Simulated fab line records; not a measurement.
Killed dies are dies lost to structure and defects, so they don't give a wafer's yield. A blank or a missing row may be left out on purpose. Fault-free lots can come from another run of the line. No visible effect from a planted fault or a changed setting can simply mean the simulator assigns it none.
A struck lot beside a sound one	flow n5_finfet	39 steps out of a route of 1938
Sound: the wafers L757.2, L757.4, L757.6. Wafers struck: L771.2, L771.3, L771.5. The cause is named last.
For every step that has rows: the tool of each side, followed by ch and its chambers, followed by its first start. Under that, the readings that differ: sound wafers	struck wafers	difference of the means	sigmas: that difference in standard deviations of wafers without a fault.
alike: words and numbers the same on both sides, and readings whose means are apart by under 2 such deviations; not compared: readings that were withheld, readings missing a value for some wafer, numbers with overlapping values and no deviation given by the record, and bounds like >300 which may hide the same value.
A row with sigmas, a row that says differs or no value, or rows on one side alone: a step with any of these is where the two part. Numbers that have no deviation but don't overlap get no sigmas and don't part them. A reading that every wafer of one side lacks parts them only if that side has two wafers or more.

first, 9 steps without rows for these wafers: N5_STI_FIN_REVEAL_SRD_21 (time 30 s); N5_STI_FIN_REVEAL_OXIDATION_33 (chemistry O2 PLASMA REMOTE, time 20 s); N5_STI_FIN_REVEAL_CLEAN_19 (cleans in O3/DIW, time 120 s); N5_STI_FIN_REVEAL_SRD_23 (time 30 s); N5_STI_FIN_REVEAL_PRECLEAN_18 (cleans in SC2, time 45 s); N5_STI_FIN_REVEAL_SRD_28 (time 30 s); N5_DUMMY_GATE_PRECLEAN_00 (cleans in O3/DIW, time 60 s); N5_DUMMY_GATE_SRD_01 (time 30 s); N5_DUMMY_GATE_ALD_02 (deposits SiO2, target thk 2 nm, pulse time 1 s).
N5_DUMMY_GATE_CVD_03: deposits a-Si from SiH4, target thk 150 nm, time 8042 s.
  sound on lpcvd-01 ch 1/70,1/79,1/89, day 4 02:12; struck on lpcvd-02 ch 0/70,0/75,0/84, day 7 13:34
  alike: spike_tc_upper_C, susceptor_temp_C
then, 3 steps without rows for these wafers: N5_DUMMY_GATE_PRECLEAN_46 (cleans in DIW, time 89.5 s); N5_DUMMY_GATE_SRD_47 (dry time 32 s); N5_DUMMY_GATE_CMP_04 (polishes a-Si).
N5_DUMMY_GATE_THK_MEAS_05:
  sound on film_metro-02, day 4 08:01; struck on film_metro-01, day 7 17:33
reading	sound	struck	difference	sigmas
thk_nm (nm)	72.4 71.4 72.6	52.1 52.3 52.9	-19.7	-16
then, 21 steps without rows for these wafers: N5_DUMMY_GATE_HM_DEP_06 (deposits SiNx from DCS/NH3, target thk 80 nm, time 5141 s); N5_DUMMY_GATE_PECVD_30 (deposits SiO2 from TEOS/O2, target thk 55 nm, time 10.8 s); N5_DUMMY_GATE_COAT_34 (time 60 s, resist thk 60 nm); N5_DUMMY_GATE_COAT_35 (time 60 s, resist thk 10 nm); N5_DUMMY_GATE_COAT_28 (time 60 s, resist thk 10 nm); N5_DUMMY_GATE_COAT_09 (resist thk 30 nm); N5_DUMMY_GATE_EBR_11; N5_DUMMY_GATE_SOFTBAKE_10 (time 60 s); N5_DUMMY_GATE_EXPOSE_12 (exposes mask GATE, target cd 25 nm); N5_DUMMY_GATE_PEB_13 (peb time 60 s); N5_DUMMY_GATE_DEVELOP_14 (develop time 30 s); N5_DUMMY_GATE_DESCUM_20 (chemistry O2, time 6.2 s); N5_DUMMY_GATE_ETCH_29 (etches underlayer in N2/H2, target depth 13 nm); N5_DUMMY_GATE_ETCH_36 (etches SiARC in CF4, target depth 13 nm); N5_DUMMY_GATE_ETCH_37 (etches SOC in N2/H2, target depth 60 nm, overetch 30 nm); N5_DUMMY_GATE_STRIP_38 (strips in N2/H2); N5_DUMMY_GATE_STRIP_39 (strips in N2/H2); N5_DUMMY_GATE_TRIM_49 (chemistry O2, time 29 s, target cd 14 nm); N5_DUMMY_GATE_STRIP_40 (strips in CF4); N5_DUMMY_GATE_ETCH_31 (etches SiO2 in C4F6/O2, target depth 82.5 nm, time 27.5 s); N5_DUMMY_GATE_STRIP_41 (strips in O2).
N5_DUMMY_GATE_ETCH_44: etches poly-Si in HBr/O2, stops on SiO2, target depth 127.5 nm.
  sound on rie_si-04 ch 0,2,3, day 4 15:15; struck on rie_si-04 ch 0,1,3, day 7 22:51
reading	sound	struck	difference	sigmas
oes_product_au (a.u.)	0.732 0.714 0.706	0.638 0.602 0.633	-0.093	-6
  alike: drypump_motor_current_A, throttle_valve_pct
  not compared: rf_hours_counter_h
N5_SDB_THK_MEAS_31:
  sound on film_metro-02, day 5 13:45; struck on film_metro-01, day 8 23:00
reading	sound	struck	difference	sigmas
SDB_THK (nm)	64.5 63.6 64.8	44.3 44.6 45.1	-19.6	-16
-- the record jumps here: 4 days lie between the struck wafers' starts before and after (it left off in module SDB and takes up again in module BEOL_M4, whose first step shown is number 1111 of the route) --
N5_BEOL_M4_RC_MEAS_101:
  sound on prober-02 ch 0, day 9 13:18; struck on prober-02 ch 0, day 13 05:34
  alike: DIBL_N, DIBL_P, IOFF_N, IOFF_P, ION_N, ION_P, SS_N, SS_P, VT_N, VT_P
-- a jump in the record: the struck wafers' starts before and after are 4 days apart (it breaks off in module BEOL_M4 and resumes in module PASSIVATION, where the first step shown is number 1936 of the route) --
N5_PASSIVATION_PROBE_49:
  sound on prober-02, day 14 01:15; struck on prober-02, day 17 13:05
reading	sound	struck	difference	sigmas
killed_at_contacts	34 15 17	5 4 12	-15	-2
killed_at_front_end	56 63 55	87 115 101	+43	+4
killed_on_rim	18 15 15	54 71 66	+48	+14
sort_bin_6_memory (%)	4.4 5.1 3.7	2.3 3.1 3.3	-1.5	-2
  alike: defect_limited_yield, killed_at_M0_to_M3, killed_at_M4_up, killed_at_other, killed_dies, killed_open, killed_short, sort_bin_5_function, sort_bin_8_speed, sort_n_pass, sort_yield_pct

WHERE THEY PART
Last at N5_PASSIVATION_PROBE_49 as far as this record goes, first at N5_DUMMY_GATE_THK_MEAS_05.

WHY: the cause the simulator had injected
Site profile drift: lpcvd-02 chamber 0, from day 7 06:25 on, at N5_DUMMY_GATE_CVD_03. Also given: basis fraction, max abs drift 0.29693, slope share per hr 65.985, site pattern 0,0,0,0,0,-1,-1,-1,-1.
